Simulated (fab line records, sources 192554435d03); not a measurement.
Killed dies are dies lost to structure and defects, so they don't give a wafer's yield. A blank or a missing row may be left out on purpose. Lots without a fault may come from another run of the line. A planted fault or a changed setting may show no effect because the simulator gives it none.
Which tool did it? | flow n5_finfet | 12 lots, 36 wafers sampled, at 3 steps of a route of 1938

WHAT THE GAUGES READ, wafer by wafer
N5_BEOL_M3_OVL_MEAS_29.
lot  | measured     | on         | V2_OVL (nm)
L075 | day 7 14:48  | overlay-01 | 0.9 -0.6 0.2
L077 | day 8 10:47  | overlay-01 | -0.6 -1.6 -0.6
L079 | day 8 13:30  | overlay-02 | 0.1 -0.5 0.4
L081 | day 9 01:01  | overlay-01 | -0.9 0.3 -1.1
L083 | day 9 15:03  | overlay-02 | 1.8 0.5 0.3
L085 | day 9 22:03  | overlay-02 | 0.7 0.7 -0.4
L087 | day 10 15:00 | overlay-01 | -1.2 0.2 -0.3
L088 | day 11 12:14 | overlay-02 | -1.1 0.9 -0.4
L090 | day 11 16:29 | overlay-02 | 1.4 0.5 2.1
L093 | day 12 00:58 | overlay-02 | 0.6 1.7 2.0
L095 | day 12 16:19 | overlay-01 | 0.4 0.7 0.5
L097 | day 13 05:43 | overlay-02 | 0.8 -1.1 0.4

WHICH TOOL RAN EACH LOT (tool, then ch and the chambers of the sampled wafers, then the start)
lot  | N5_BEOL_M2_SPUTTER_90        | N5_BEOL_M2_ANNEAL_93
L075 | pvd_sputter-02, day 7 09:48  | pvd_sputter-02, day 7 10:06
L077 | pvd_sputter-01, day 7 22:37  | pvd_sputter-01, day 7 22:55
L079 | pvd_sputter-03, day 8 03:41  | pvd_sputter-03, day 8 03:59
L081 | pvd_sputter-02, day 8 19:11  | pvd_sputter-02, day 8 19:29
L083 | pvd_sputter-03, day 9 09:02  | pvd_sputter-03, day 9 09:20
L085 | pvd_sputter-03, day 9 18:04  | pvd_sputter-03, day 9 18:22
L087 | pvd_sputter-02, day 10 11:04 | pvd_sputter-02, day 10 11:22
L088 | pvd_sputter-02, day 11 08:17 | pvd_sputter-02, day 11 08:35
L090 | pvd_sputter-03, day 11 12:13 | pvd_sputter-03, day 11 12:31
L093 | pvd_sputter-03, day 11 20:33 | pvd_sputter-03, day 11 20:51
L095 | pvd_sputter-01, day 12 12:19 | pvd_sputter-01, day 12 12:37
L097 | pvd_sputter-03, day 12 20:41 | pvd_sputter-03, day 12 20:59
- N5_BEOL_M2_SPUTTER_90: material Cu, target thk 4.5 nm, time 8.29 s.
- N5_BEOL_M2_ANNEAL_93: time 240 s.

THE ANSWER, worked out from the rows above alone
Rule: what is usual is taken from the lots themselves. Put in order of their means at a reading, lots are off if they are a third of the lots or fewer, leave a main group of 4 or more, and stand apart from it by a gap of 3 or more times the standard deviation of the main group's means; of several such gaps the widest counts. A main group whose means are all the same, to the digits that the tables above print for the reading, isn't used. A lot without any number at a reading at which 4 lots or more have one is off too. The other lots that the step has rows for count as sound.
No lot is off at any reading shown: from this, nothing can be told.

WHAT THE SIMULATOR HAD PUT IN
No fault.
